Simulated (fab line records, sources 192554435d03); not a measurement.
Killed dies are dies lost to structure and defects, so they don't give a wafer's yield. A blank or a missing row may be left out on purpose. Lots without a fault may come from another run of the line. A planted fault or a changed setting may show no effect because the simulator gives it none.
Split-lot experiment | flow n5_finfet | 7 lots, 21 wafers read, on a route of 1938 steps

THE SPLIT
At N5_BEOL_M1_HM_DEP_02 (deposits TiN, target thk 20 nm), the setting target_thk_a was moved away from the recipe's 200 angstrom on 7 of the 21 wafers read, by -11.0% to +11.6%. The other wafers ran this setting at the recipe's value.

FROM THE SPLIT TO THE READING: what the file shows between them, 9 steps
- N5_BEOL_M1_COAT_73: time 60 s, resist thk 5 nm (also split here: spin_rpm)
- N5_BEOL_M1_COAT_05: resist thk 30 nm
- N5_BEOL_M1_EBR_07
- N5_BEOL_M1_DESCUM_16: chemistry O2, time 7 s
- N5_BEOL_M1_ETCH_74: etches underlayer in N2/H2, target depth 6.5 nm, time 5.2 s
- N5_BEOL_M1_ETCH_63: etches SiARC in CF4, target depth 15.6 nm, time 26 s
- N5_BEOL_M1_ETCH_64: etches SOC in N2/H2, target depth 75 nm, overetch 15 nm, time 112.5 s
- N5_BEOL_M1_STRIP_75: strips in N2/H2
- N5_BEOL_M1_STRIP_66: strips in CF4

THE READING
etch.depth_nm (the simulator's own value, which no gauge read), in nm, at N5_BEOL_M1_HM_OPEN_17 (chemistry Cl2/BCl3, target TiN, target depth 20 nm, overetch 6 nm). The file gives no usual value for it. The 14 wafers here that ran the recipe average 20.01 nm, standard deviation 0.15 nm.

wafer  | tool, chamber at the split | target_thk_a as run, angstrom | against the recipe | etch.depth_nm, nm | against lot-mates on the recipe
L075.1 | pvd_sputter-03, -          | 200                           | recipe             | 20.24             | -
L075.3 | pvd_sputter-03, -          | 200                           | recipe             | 20.28             | -
L075.4 | pvd_sputter-03, -          | 214.8                         | +7.4%              | 21.93             | +1.67
L077.2 | pvd_sputter-01, -          | 223.2                         | +11.6%             | 22.31             | +2.55
L077.4 | pvd_sputter-01, -          | 223.2                         | +11.6%             | 22.14             | +2.38
L077.6 | pvd_sputter-01, -          | 200                           | recipe             | 19.76             | -
L084.1 | pvd_sputter-03, -          | 200                           | recipe             | 20.02             | -
L084.2 | pvd_sputter-03, -          | 200                           | recipe             | 20.12             | -
L084.3 | pvd_sputter-03, -          | 200                           | recipe             | 20.07             | -
L088.2 | pvd_sputter-01, -          | 200                           | recipe             | 20.05             | -
L088.3 | pvd_sputter-01, -          | 200                           | recipe             | 19.94             | -
L088.6 | pvd_sputter-01, -          | 200                           | recipe             | 19.88             | -
L089.1 | pvd_sputter-03, -          | 212.7                         | +6.3%              | 21.34             | +1.26
L089.5 | pvd_sputter-03, -          | 212.7                         | +6.3%              | 21.28             | +1.20
L089.6 | pvd_sputter-03, -          | 200                           | recipe             | 20.08             | -
L091.1 | pvd_sputter-01, -          | 200                           | recipe             | 19.83             | -
L091.2 | pvd_sputter-01, -          | 200                           | recipe             | 19.86             | -
L091.3 | pvd_sputter-01, -          | 207.5                         | +3.8%              | 20.41             | +0.57
L092.1 | pvd_sputter-01, -          | 178                           | -11.0%             | 17.78             | -2.21
L092.2 | pvd_sputter-01, -          | 200                           | recipe             | 19.89             | -
L092.3 | pvd_sputter-01, -          | 200                           | recipe             | 20.09             | -

THE FIT
A straight line over all 21 wafers: etch.depth_nm changes by +0.201 nm for each +1% of target_thk_a; r = +0.98; the points scatter about the line by 0.19 nm.
The same after taking each lot's own level away (the mean of its wafers on the recipe; 21 wafers): +0.207 nm for each +1%; r = +1.00; scatter 0.088 nm.
On that fit, the largest move of target_thk_a shifts the reading by 2.4 nm.
The lots' own levels span 19.760 to 20.260 nm, that is 3.4 times the standard deviation above.
So the lot-to-lot level changes the slope little: the two slopes agree.
Check: with one of the wafers moved furthest among these (+11.6%) left out of the fit, the line predicts +2.35 nm for it against its lot-mates. It came out at +2.55 nm against them.

OTHER SPLITS ON THESE WAFERS
These wafers also went through other splits before the reading. Each is held against what the fit with the lots' levels taken away leaves over:
other split on the same wafers            | wafers away from the commonest value | r with etch.depth_nm (lot level and that fit taken away)
N5_BEOL_M0_SAQP_COAT_81 spin_rpm          | 9                                    | -0.07
N5_BEOL_M0_SAQP_COAT_82 time_s            | 7                                    | -0.15
N5_BEOL_M0_TRENCH_ETCH_107 target_depth_a | 9                                    | -0.02
N5_BEOL_M1_COAT_73 spin_rpm               | 2                                    | +0.42

THE WHOLE CHAIN: every reading that the file lists as answering this split, in the file's order
step                  | what it does                                                      | reading                                                                          | change (the file's fit)               | r (the file's)
N5_BEOL_M1_HM_DEP_02  | deposits TiN, target thk 20 nm                                    | TiN_of_BEOL_M1_HM_DEP_02.thk_nm (the simulator's own value, which no gauge read) | +0.208 nm for each +1% of the setting | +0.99
N5_BEOL_M1_HM_OPEN_17 | chemistry Cl2/BCl3, target TiN, target depth 20 nm, overetch 6 nm | etch.depth_nm (the simulator's own value, which no gauge read)                   | +0.206 nm for each +1% of the setting | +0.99

THE FILE'S OWN FIT
etch.depth_nm changes by +0.206 nm for each +1% of target_thk_a, r = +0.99.
